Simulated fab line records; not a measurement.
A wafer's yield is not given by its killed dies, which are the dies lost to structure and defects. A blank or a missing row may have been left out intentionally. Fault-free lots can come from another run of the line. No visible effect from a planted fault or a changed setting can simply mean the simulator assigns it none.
Chamber matching / flow n5-finfet / pecvd-02 running N5_FIN_SAQP_PECVD_47: 3 sister chambers
The step deposits a-Si from SiH4/He, target thk 45 nm, time 36.3 s. 3 wafers are shown with their chamber, then 7 later ones without.

## WAFERS PAIRED WITH THEIR CHAMBERS
wafer=L231.6; chamber=2; throttle-valve-pct (%)=18.2
wafer=L232.2; chamber=0; throttle-valve-pct (%)=19.4
wafer=L232.4; chamber=1; throttle-valve-pct (%)=17.7

## WAFERS WHOSE CHAMBER IS MISSING
wafer=L232.5; throttle-valve-pct (%)=19.5
wafer=L239.3; throttle-valve-pct (%)=19.4
wafer=L239.4; throttle-valve-pct (%)=19.6
wafer=L239.6; throttle-valve-pct (%)=17.8
wafer=L241.2; throttle-valve-pct (%)=17.9
wafer=L241.3; throttle-valve-pct (%)=17.7
wafer=L241.5; throttle-valve-pct (%)=18.0

## WHICH CHAMBER EACH WENT THROUGH
wafer=L232.5; from the rows above=0; in truth=0
wafer=L239.3; from the rows above=0; in truth=0
wafer=L239.4; from the rows above=0; in truth=0
wafer=L239.6; from the rows above=1; in truth=1
wafer=L241.2; from the rows above=can't be placed: 1 or 2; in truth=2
wafer=L241.3; from the rows above=1; in truth=1
wafer=L241.5; from the rows above=can't be placed: 2 or 1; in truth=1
Placed correctly: 5 of 7. From these rows, 2 cannot be placed; in 2 the true chamber is one of the candidates. Placed wrongly: 0.
How it was worked out, from the rows above alone: a wafer's distance from a chamber is the root of the sum, over the readings, of the square of ((its reading less the chamber's mean) divided by the reading's scatter). The wafer belongs to the nearest chamber; if the next one is less than 2 further off, it can't be placed. The mean given for a chamber averages the wafers shown for that chamber. The scatter: with one shown wafer a chamber, the root of the mean of the squares of how far each hidden wafer lies from its nearest shown one.
